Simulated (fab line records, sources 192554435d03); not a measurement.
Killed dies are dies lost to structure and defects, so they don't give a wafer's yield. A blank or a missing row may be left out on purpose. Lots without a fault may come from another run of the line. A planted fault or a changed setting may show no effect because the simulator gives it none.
Which tool did it? | flow n5_finfet | 23 lots, 69 wafers sampled, at 4 steps of a route of 1938

WHAT THE GAUGES READ, wafer by wafer
N5_DUMMY_GATE_CD_MEAS_50: target cd 14 nm. Usual: cd_nm 14.1 nm, standard deviation 0.31.
lot  | measured    | on        | cd_nm (nm)     | flag
L074 | day 3 04:01 | cd_sem-01 | 14.0 14.3 13.9 |
L075 | day 3 06:37 | cd_sem-02 | 14.0 14.3 14.1 |
L076 | day 3 11:50 | cd_sem-03 | 14.3 13.6 13.5 |
L077 | day 3 18:44 | cd_sem-03 | 14.0 14.5 14.1 |
L078 | day 4 03:13 | cd_sem-03 | 14.0 13.9 14.0 |
L079 | day 4 05:17 | cd_sem-03 | 14.8 14.1 13.9 |
L080 | day 4 12:02 | cd_sem-02 | 13.7 14.4 14.0 |
L081 | day 4 17:04 | cd_sem-01 | 13.7 14.1 14.2 |
L082 | day 4 23:56 | cd_sem-02 | 13.9 13.9 14.2 |
L083 | day 5 10:31 | cd_sem-02 | 13.9 14.5 13.7 |
L084 | day 5 16:03 | cd_sem-02 | 13.6 14.2 14.4 |
L085 | day 5 21:44 | cd_sem-01 | 14.7 13.8 14.3 |
L086 | day 6 05:25 | cd_sem-03 | 14.5 14.6 14.3 |
L087 | day 6 07:17 | cd_sem-03 | 13.9 13.9 13.7 |
L088 | day 6 14:08 | cd_sem-03 | 13.9 14.3 13.6 |
L089 | day 6 22:06 | cd_sem-01 | 14.0 14.2 14.1 |
L090 | day 7 01:50 | cd_sem-01 | 14.1 13.7 13.9 |
L091 | day 7 08:43 | cd_sem-03 | 14.3 14.5 14.1 |
L092 | day 7 14:04 | cd_sem-03 | 13.7 13.7 14.1 |
L093 | day 7 22:02 | cd_sem-01 | 13.9 13.5 14.2 |
L094 | day 7 23:09 | cd_sem-01 | 14.2 14.1 13.8 |
L096 | day 8 10:27 | cd_sem-02 | 14.2 14.1 13.9 |
L097 | day 8 16:57 | cd_sem-01 | 14.2 13.6 14.5 |

WHICH TOOL RAN EACH LOT (tool, then ch and the chambers of the sampled wafers, then the start)
lot  | N5_STI_FIN_REVEAL_DENSIFY_30    | N5_STI_FIN_REVEAL_ETCHBACK_08     | N5_DUMMY_GATE_DESCUM_20
L074 | rtp_anneal-02 ch 0, day 2 14:32 | rie_diel-02 ch 2,3, day 2 14:45   | rie_diel-04 ch 0,2,3, day 3 03:38
L075 | rtp_anneal-02 ch 0, day 2 17:02 | rie_diel-06 ch 0,1, day 2 17:13   | rie_diel-03 ch 0,2,3, day 3 06:03
L076 | rtp_anneal-02 ch 0, day 2 22:46 | rie_diel-02 ch 0,1,3, day 2 22:58 | rie_diel-04 ch 0,1,2, day 3 11:28
L077 | rtp_anneal-02 ch 0, day 3 06:25 | rie_diel-06 ch 0,3, day 3 06:37   | rie_diel-04 ch 0,3, day 3 18:22
L078 | rtp_anneal-02 ch 0, day 3 13:01 | rie_diel-02 ch 1,2, day 3 13:15   | rie_diel-04 ch 1,2,3, day 4 02:50
L079 | rtp_anneal-02 ch 0, day 3 16:59 | rie_diel-01 ch 1,2, day 3 17:12   | rie_diel-05 ch 1,2,3, day 4 04:54
L080 | rtp_anneal-02 ch 0, day 3 22:22 | rie_diel-06 ch 1,3, day 3 22:35   | rie_diel-04 ch 0,2,3, day 4 11:39
L081 | rtp_anneal-02 ch 0, day 4 04:36 | rie_diel-01 ch 0,1, day 4 04:47   | rie_diel-04 ch 0,1,3, day 4 16:41
L082 | rtp_anneal-01 ch 0, day 4 10:52 | rie_diel-02 ch 0,2, day 4 11:08   | rie_diel-05 ch 1,3, day 4 23:32
L083 | rtp_anneal-02 ch 0, day 4 18:49 | rie_diel-02 ch 0,3, day 4 19:16   | rie_diel-03 ch 0,1, day 5 09:46
L084 | rtp_anneal-02 ch 0, day 5 01:17 | rie_diel-06 ch 0,2,3, day 5 01:30 | rie_diel-04 ch 0,1,3, day 5 15:36
L085 | rtp_anneal-02 ch 0, day 5 08:44 | rie_diel-02 ch 0,1, day 5 09:09   | rie_diel-05 ch 0,1,3, day 5 21:22
L086 | rtp_anneal-01 ch 0, day 5 12:36 | rie_diel-01 ch 0,1,3, day 5 12:55 | rie_diel-05 ch 0,1,3, day 6 05:03
L087 | rtp_anneal-02 ch 0, day 5 16:39 | rie_diel-02 ch 0,3, day 5 17:05   | rie_diel-04 ch 2,3, day 6 06:52
L088 | rtp_anneal-01 ch 0, day 6 00:51 | rie_diel-02 ch 1,2, day 6 01:01   | rie_diel-04 ch 0,1, day 6 13:44
L089 | rtp_anneal-01 ch 0, day 6 05:52 | rie_diel-02 ch 0,2,3, day 6 06:06 | rie_diel-05 ch 0,2,3, day 6 21:30
L090 | rtp_anneal-02 ch 0, day 6 12:56 | rie_diel-06 ch 0,1,3, day 6 13:19 | rie_diel-03 ch 1,2,3, day 7 01:28
L091 | rtp_anneal-02 ch 0, day 6 19:05 | rie_diel-01 ch 0,1,2, day 6 19:20 | rie_diel-04 ch 0,2, day 7 08:15
L092 | rtp_anneal-02 ch 0, day 7 00:58 | rie_diel-02 ch 1,2,3, day 7 01:13 | rie_diel-03 ch 0,1,3, day 7 13:41
L093 | rtp_anneal-01 ch 0, day 7 05:31 | rie_diel-01 ch 0,1,2, day 7 05:41 | rie_diel-03 ch 0,1,2, day 7 21:39
L094 | rtp_anneal-01 ch 0, day 7 10:22 | rie_diel-06 ch 1,2, day 7 10:35   | rie_diel-05 ch 0,2,3, day 7 22:47
L096 | rtp_anneal-01 ch 0, day 7 21:13 | rie_diel-01 ch 0,1, day 7 21:26   | rie_diel-04 ch 0,2,3, day 8 09:54
L097 | rtp_anneal-01 ch 0, day 8 03:28 | rie_diel-06 ch 1,2,3, day 8 03:40 | rie_diel-05 ch 0,1,2, day 8 16:35
- N5_STI_FIN_REVEAL_DENSIFY_30
- N5_STI_FIN_REVEAL_ETCHBACK_08: etches SiO2 in C4F6/O2, target depth 30.5 nm, time 10.167 s.
- N5_DUMMY_GATE_DESCUM_20: chemistry O2, time 6.2 s.

WHAT THE TOOLS THEMSELVES READ (means of the sampled wafers that have a number; where no wafer has one, the mark that the record gives instead)
N5_STI_FIN_REVEAL_DENSIFY_30. Usual: lamp_power_pct 11.54 %, standard deviation 0.055; lamp_zone_7_pct 11.965 %, standard deviation 0.016.
lot  | tool          | lamp_power_pct (%) | lamp_zone_7_pct (%) | flag
L074 | rtp_anneal-02 | 11.52              | 11.952              |
L075 | rtp_anneal-02 | 11.51              | 11.963              |
L076 | rtp_anneal-02 | 11.53              | 11.951              |
L077 | rtp_anneal-02 | 11.48              | 11.955              |
L078 | rtp_anneal-02 | 11.59              | 11.966              |
L079 | rtp_anneal-02 | 11.54              | 11.973              |
L080 | rtp_anneal-02 | 11.55              | 11.959              |
L081 | rtp_anneal-02 | 11.60              | 11.969              |
L082 | rtp_anneal-01 | 11.50              | 11.968              |
L083 | rtp_anneal-02 | 11.64              | 11.966              |
L084 | rtp_anneal-02 | 11.52              | 11.973              |
L085 | rtp_anneal-02 | 11.52              | 11.947              |
L086 | rtp_anneal-01 | 11.52              | 11.975              |
L087 | rtp_anneal-02 | 11.52              | 11.960              |
L088 | rtp_anneal-01 | 11.56              | 11.977              |
L089 | rtp_anneal-01 | 11.54              | 11.967              |
L090 | rtp_anneal-02 | 11.54              | 11.963              |
L091 | rtp_anneal-02 | 11.56              | 11.972              |
L092 | rtp_anneal-02 | 11.55              | 11.970              |
L093 | rtp_anneal-01 | 11.53              | 11.946              |
L094 | rtp_anneal-01 | 11.58              | 11.968              |
L096 | rtp_anneal-01 | 11.53              | 11.964              |
L097 | rtp_anneal-01 | 11.56              | 11.972              |

N5_STI_FIN_REVEAL_ETCHBACK_08. Usual: drypump_motor_current_A 5.6 A, standard deviation 0.52; oes_product_au 0.83 a.u., standard deviation 0.084; rf_vpp_V 664 V, standard deviation 7; showerhead_plenum_p_Torr 2.86 Torr, standard deviation 0.11; throttle_valve_pct 21.09 %, standard deviation 0.18.
lot  | tool        | drypump_motor_current_A (A) | oes_product_au (a.u.) | rf_vpp_V (V) | showerhead_plenum_p_Torr (Torr) | throttle_valve_pct (%) | flag
L074 | rie_diel-02 | 5.4                         | 0.90                  | 658          | 2.93                            | 20.96                  |
L075 | rie_diel-06 | 5.8                         | 0.74                  | 663          | 2.71                            | 21.28                  |
L076 | rie_diel-02 | 5.4                         | 0.86                  | 663          | 2.86                            | 21.02                  |
L077 | rie_diel-06 | 5.2                         | 0.84                  | 675          | 2.90                            | 21.14                  |
L078 | rie_diel-02 | 5.7                         | 0.90                  | 657          | 2.97                            | 20.86                  |
L079 | rie_diel-01 | 6.0                         | 0.73                  | 662          | 2.82                            | 21.18                  |
L080 | rie_diel-06 | 6.2                         | 0.86                  | 672          | 2.83                            | 21.07                  |
L081 | rie_diel-01 | 5.8                         | 0.74                  | 660          | 2.77                            | 21.30                  |
L082 | rie_diel-02 | 5.8                         | 0.89                  | 656          | 2.98                            | 20.90                  |
L083 | rie_diel-02 | 5.5                         | 0.91                  | 661          | 2.87                            | 20.96                  |
L084 | rie_diel-06 | 5.3                         | 0.93                  | 676          | 3.02                            | 21.12                  |
L085 | rie_diel-02 | 5.7                         | 0.91                  | 660          | 2.91                            | 20.85                  |
L086 | rie_diel-01 | 5.7                         | 0.79                  | 663          | 2.78                            | 21.21                  |
L087 | rie_diel-02 | 5.1                         | 0.88                  | 662          | 2.81                            | 21.06                  |
L088 | rie_diel-02 | 5.7                         | 0.85                  | 657          | 2.96                            | 20.90                  |
L089 | rie_diel-02 | 5.4                         | 0.86                  | 659          | 2.89                            | 21.00                  |
L090 | rie_diel-06 | 5.7                         | 0.88                  | 672          | 2.92                            | 21.08                  |
L091 | rie_diel-01 | 5.9                         | 0.71                  | 659          | 2.78                            | 21.28                  |
L092 | rie_diel-02 | 5.4                         | 0.84                  | 660          | 2.87                            | 20.98                  |
L093 | rie_diel-01 | 5.9                         | 0.71                  | 659          | 2.78                            | 21.30                  |
L094 | rie_diel-06 | 5.8                         | 0.88                  | 669          | 2.93                            | 21.21                  |
L096 | rie_diel-01 | 5.6                         | 0.71                  | 662          | 2.78                            | 21.30                  |
L097 | rie_diel-06 | 5.7                         | 0.86                  | 671          | 2.91                            | 21.15                  |

N5_DUMMY_GATE_DESCUM_20. Usual: drypump_motor_current_A 5.6 A, standard deviation 0.53; oes_product_au 0.76 a.u., standard deviation 0.081; rf_vpp_V 242.8 V, standard deviation 1.5; showerhead_plenum_p_Torr 2.07 Torr, standard deviation 0.073; throttle_valve_pct 20.36 %, standard deviation 0.27.
lot  | tool        | drypump_motor_current_A (A) | oes_product_au (a.u.) | rf_vpp_V (V) | showerhead_plenum_p_Torr (Torr) | throttle_valve_pct (%) | flag
L074 | rie_diel-04 | 5.8                         | 0.76                  | 242.5        | 2.04                            | 20.43                  |
L075 | rie_diel-03 | 5.9                         | 0.74                  | 242.2        | 2.12                            | 20.58                  |
L076 | rie_diel-04 | 5.5                         | 0.74                  | 241.6        | 2.03                            | 20.43                  |
L077 | rie_diel-04 | 5.8                         | 0.79                  | 241.4        | 2.02                            | 20.35                  |
L078 | rie_diel-04 | 5.8                         | 0.76                  | 242.3        | 2.04                            | 20.50                  |
L079 | rie_diel-05 | 5.5                         | 0.70                  | 242.5        | 2.07                            | 20.13                  |
L080 | rie_diel-04 | 5.8                         | 0.75                  | 241.7        | 2.03                            | 20.44                  |
L081 | rie_diel-04 | 5.4                         | 0.76                  | 241.8        | 2.01                            | 20.36                  |
L082 | rie_diel-05 | 5.3                         | 0.70                  | 242.9        | 2.02                            | 20.12                  |
L083 | rie_diel-03 | 5.4                         | 0.77                  | 243.7        | 2.13                            | 20.63                  |
L084 | rie_diel-04 | 5.4                         | 0.75                  | 241.2        | 2.01                            | 20.36                  |
L085 | rie_diel-05 | 5.4                         | 0.77                  | 243.3        | 2.05                            | 20.07                  |
L086 | rie_diel-05 | 5.4                         | 0.78                  | 242.3        | 2.05                            | 20.08                  |
L087 | rie_diel-04 | 6.1                         | 0.76                  | 242.4        | 2.05                            | 20.52                  |
L088 | rie_diel-04 | 5.0                         | 0.73                  | 242.6        | 2.00                            | 20.38                  |
L089 | rie_diel-05 | 5.4                         | 0.76                  | 243.9        | 2.11                            | 19.97                  |
L090 | rie_diel-03 | 5.6                         | 0.78                  | 244.6        | 2.16                            | 20.59                  |
L091 | rie_diel-04 | 5.9                         | 0.71                  | 242.7        | 2.05                            | 20.55                  |
L092 | rie_diel-03 | 5.3                         | 0.75                  | 243.1        | 2.11                            | 20.71                  |
L093 | rie_diel-03 | 5.7                         | 0.78                  | 244.5        | 2.16                            | 20.56                  |
L094 | rie_diel-05 | 5.4                         | 0.76                  | 242.9        | 2.10                            | 19.97                  |
L096 | rie_diel-04 | 5.8                         | 0.72                  | 241.9        | 2.02                            | 20.49                  |
L097 | rie_diel-05 | 5.7                         | 0.74                  | 243.7        | 2.08                            | 20.11                  |

THE ANSWER, worked out from the rows above alone
Rule: a lot is off if the mean of its wafers that have a number lies more than 3 standard deviations from the usual mean. A lot without any number at a reading at which 4 lots or more have one is off too. The other lots that the step has rows for count as sound. The gauges are gone through in route order, then the tools' own readings, and for those a lot's mean is taken as printed above. The first step at which some lot is off is used, and at that step the reading that is off furthest; a lot without a number counts as furthest.
No lot is off at any reading shown: from this, nothing can be told.

WHAT THE SIMULATOR HAD PUT IN
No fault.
